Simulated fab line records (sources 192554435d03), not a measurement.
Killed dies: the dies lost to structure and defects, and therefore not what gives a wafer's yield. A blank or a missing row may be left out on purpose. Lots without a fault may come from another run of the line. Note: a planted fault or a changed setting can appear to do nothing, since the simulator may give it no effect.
Chamber matching / flow n5-finfet / pecvd-03 running N5_BEOL_M2_ILD_DEP_00: 3 sister chambers
The step deposits SiOC from DEMS/O2, target thk 79 nm, time 15.3 s. 6 wafers are shown with their chamber, then 12 later ones without.

== WAFERS WITH THEIR CHAMBER ==
wafer=L085.4; chamber=1; throttle-valve-pct (%)=11.8; heater-power-w (W)=377
wafer=L085.5; chamber=2; throttle-valve-pct (%)=12.0; heater-power-w (W)=426
wafer=L085.6; chamber=0; throttle-valve-pct (%)=13.0; heater-power-w (W)=509
wafer=L089.1; chamber=0; throttle-valve-pct (%)=13.0; heater-power-w (W)=539
wafer=L089.2; chamber=2; throttle-valve-pct (%)=10.8; heater-power-w (W)=423
wafer=L089.3; chamber=1; throttle-valve-pct (%)=12.1; heater-power-w (W)=411

== WAFERS MISSING THEIR CHAMBER ==
wafer=L089.4; throttle-valve-pct (%)=11.8; heater-power-w (W)=412
wafer=L089.5; throttle-valve-pct (%)=10.7; heater-power-w (W)=429
wafer=L089.6; throttle-valve-pct (%)=12.9; heater-power-w (W)=534
wafer=L095.1; throttle-valve-pct (%)=13.2; heater-power-w (W)=498
wafer=L095.2; throttle-valve-pct (%)=10.9; heater-power-w (W)=427
wafer=L095.3; throttle-valve-pct (%)=12.0; heater-power-w (W)=445
wafer=L095.4; throttle-valve-pct (%)=13.2; heater-power-w (W)=512
wafer=L095.5; throttle-valve-pct (%)=10.6; heater-power-w (W)=420
wafer=L095.6; throttle-valve-pct (%)=11.8; heater-power-w (W)=433
wafer=L097.1; throttle-valve-pct (%)=12.1; heater-power-w (W)=467
wafer=L097.5; throttle-valve-pct (%)=13.0; heater-power-w (W)=593
wafer=L097.6; throttle-valve-pct (%)=10.8; heater-power-w (W)=395

== CHAMBER TAKEN BY EACH ==
wafer=L089.4; from the rows above=can't be placed: 1 or 2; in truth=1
wafer=L089.5; from the rows above=can't be placed: 2 or 1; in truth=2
wafer=L089.6; from the rows above=0; in truth=0
wafer=L095.1; from the rows above=0; in truth=0
wafer=L095.2; from the rows above=can't be placed: 2 or 1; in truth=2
wafer=L095.3; from the rows above=can't be placed: 2 or 1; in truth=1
wafer=L095.4; from the rows above=0; in truth=0
wafer=L095.5; from the rows above=can't be placed: 2 or 1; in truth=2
wafer=L095.6; from the rows above=can't be placed: 2 or 1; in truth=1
wafer=L097.1; from the rows above=can't be placed: 2 or 0 or 1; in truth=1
wafer=L097.5; from the rows above=0; in truth=0
wafer=L097.6; from the rows above=can't be placed: 2 or 1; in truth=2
4 of 12 placed correctly. These rows do not allow placing 8 (true chamber among the candidates in 8). 0 placed wrongly.
How it was worked out, from the rows above alone: a wafer's distance from a chamber is the root of the sum, over the readings, of the square of ((its reading less the chamber's mean) divided by the reading's scatter). The wafer belongs to the nearest chamber; if the next one is less than 2 further off, it can't be placed. Each chamber's mean is taken over the wafers shown for it. How the scatter is found: for the shown wafers, subtract from each reading the mean of its chamber, square and add these, divide the total by (wafers less chambers), then take the root.
